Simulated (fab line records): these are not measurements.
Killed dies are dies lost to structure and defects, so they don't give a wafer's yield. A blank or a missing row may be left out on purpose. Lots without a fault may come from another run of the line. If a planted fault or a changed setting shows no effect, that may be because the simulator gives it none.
Lot-split experiment | flow n5-finfet | 39 wafers read across 7 lots, on a route 1938 steps long

## ABOUT THE SPLIT
At N5_PMOS_HMC_CHANNEL_EPI_HM_DEP_34 (deposits SiO2 from TEOS/O2, target thk 36 nm, time 6.9 s), the setting target-thk-a was moved away from the recipe's 360 angstrom on 12 of the 39 wafers read, by -47.5% to +49.2%. The other wafers ran this setting at the recipe's value.

The split's own step is where the reading is taken.

## THE READING
SiO2_of_PMOS_HMC_CHANNEL_EPI_HM_DEP_34.thk-nm (the simulator's own value, which no gauge read), in nm, at N5_PMOS_HMC_CHANNEL_EPI_HM_DEP_34 (deposits SiO2 from TEOS/O2, target thk 36 nm, time 6.9 s). No usual value for it is given in the file. Across the 27 wafers here that went through the recipe, the average is 35.95 nm and the standard deviation 0.41 nm.

wafer  | tool, chamber at the split | target-thk-a as run, angstrom | against the recipe | SiO2_of_PMOS_HMC_CHANNEL_EPI_HM_DEP_34.thk-nm, nm | against lot-mates on the recipe
L074.1 | pecvd-02, 0                | 360                           | recipe             | 35.44                                             | -
L074.4 | pecvd-02, 1                | 360                           | recipe             | 36.43                                             | -
L074.5 | pecvd-02, 0                | 360                           | recipe             | 36.41                                             | -
L075.1 | pecvd-01, 1                | 360                           | recipe             | 35.9                                              | -
L075.2 | pecvd-01, 2                | 360                           | recipe             | 35.92                                             | -
L075.3 | pecvd-01, 0                | 537.3                         | +49.2%             | 53.79                                             | +17.55
L075.4 | pecvd-01, 0                | 360                           | recipe             | 36.89                                             | -
L075.5 | pecvd-01, 1                | 537.3                         | +49.2%             | 54.45                                             | +18.21
L075.6 | pecvd-01, 2                | 537.3                         | +49.2%             | 54.69                                             | +18.45
L079.1 | pecvd-03, 1                | 446.3                         | +24.0%             | 44.52                                             | +8.30
L079.2 | pecvd-03, 0                | 446.3                         | +24.0%             | 44.18                                             | +7.96
L079.3 | pecvd-03, 2                | 360                           | recipe             | 35.88                                             | -
L079.4 | pecvd-03, 0                | 360                           | recipe             | 36.16                                             | -
L079.5 | pecvd-03, 1                | 446.3                         | +24.0%             | 44.7                                              | +8.48
L079.6 | pecvd-03, 2                | 360                           | recipe             | 36.62                                             | -
L080.1 | pecvd-02, 0                | 360                           | recipe             | 35.44                                             | -
L080.2 | pecvd-02, 1                | 360                           | recipe             | 36.12                                             | -
L080.3 | pecvd-02, 1                | 360                           | recipe             | 36.27                                             | -
L080.4 | pecvd-02, 0                | 360                           | recipe             | 35.87                                             | -
L080.5 | pecvd-02, 0                | 360                           | recipe             | 35.81                                             | -
L080.6 | pecvd-02, 1                | 360                           | recipe             | 36.1                                              | -
L083.1 | pecvd-01, 0                | 360                           | recipe             | 36.18                                             | -
L083.2 | pecvd-01, 2                | 360                           | recipe             | 35.22                                             | -
L083.3 | pecvd-01, 1                | 360                           | recipe             | 35.5                                              | -
L083.4 | pecvd-01, 1                | 360                           | recipe             | 36                                                | -
L083.5 | pecvd-01, 0                | 360                           | recipe             | 36.43                                             | -
L083.6 | pecvd-01, 2                | 360                           | recipe             | 36.29                                             | -
L086.1 | pecvd-02, 1                | 189                           | -47.5%             | 18.51                                             | -17.15
L086.2 | pecvd-02, 2                | 189                           | -47.5%             | 17.91                                             | -17.75
L086.3 | pecvd-02, 0                | 360                           | recipe             | 35.65                                             | -
L086.4 | pecvd-02, 1                | 189                           | -47.5%             | 18.5                                              | -17.16
L086.5 | pecvd-02, 2                | 360                           | recipe             | 35.83                                             | -
L086.6 | pecvd-02, 0                | 360                           | recipe             | 35.49                                             | -
L089.1 | pecvd-02, 0                | 360                           | recipe             | 35.43                                             | -
L089.2 | pecvd-02, 2                | 360                           | recipe             | 35.47                                             | -
L089.3 | pecvd-02, 1                | 442.1                         | +22.8%             | 43.77                                             | +8.16
L089.4 | pecvd-02, 0                | 442.1                         | +22.8%             | 44.14                                             | +8.53
L089.5 | pecvd-02, 1                | 360                           | recipe             | 35.93                                             | -
L089.6 | pecvd-02, 2                | 442.1                         | +22.8%             | 43.84                                             | +8.23

FIT RESULTS
A straight line over all 39 wafers: SiO2_of_PMOS_HMC_CHANNEL_EPI_HM_DEP_34.thk-nm changes by +0.369 nm for each +1% of target-thk-a; r = +1.00; the points scatter about the line by 0.41 nm.
The same after taking each lot's own level away (the mean of its wafers on the recipe; 39 wafers): +0.364 nm for each +1%; r = +1.00; scatter 0.37 nm.
According to that fit, moving target-thk-a by its largest amount changes the reading by 18 nm.
Measured against the standard deviation above, the lots' own levels, which go from 35.610 to 36.237 nm, span 1.5 times it.
Hence the lot-to-lot level has little effect on the slope; both slopes agree.
Check: +18 nm against its lot-mates is what the line predicts for one of the wafers moved furthest among these (+49.2%) when that wafer is left out of the fit. Against them it came out at +17.6 nm.

## THE FILE'S OWN FIT
SiO2_of_PMOS_HMC_CHANNEL_EPI_HM_DEP_34.thk-nm changes by +0.364 nm for each +1% of target-thk-a, r = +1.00.
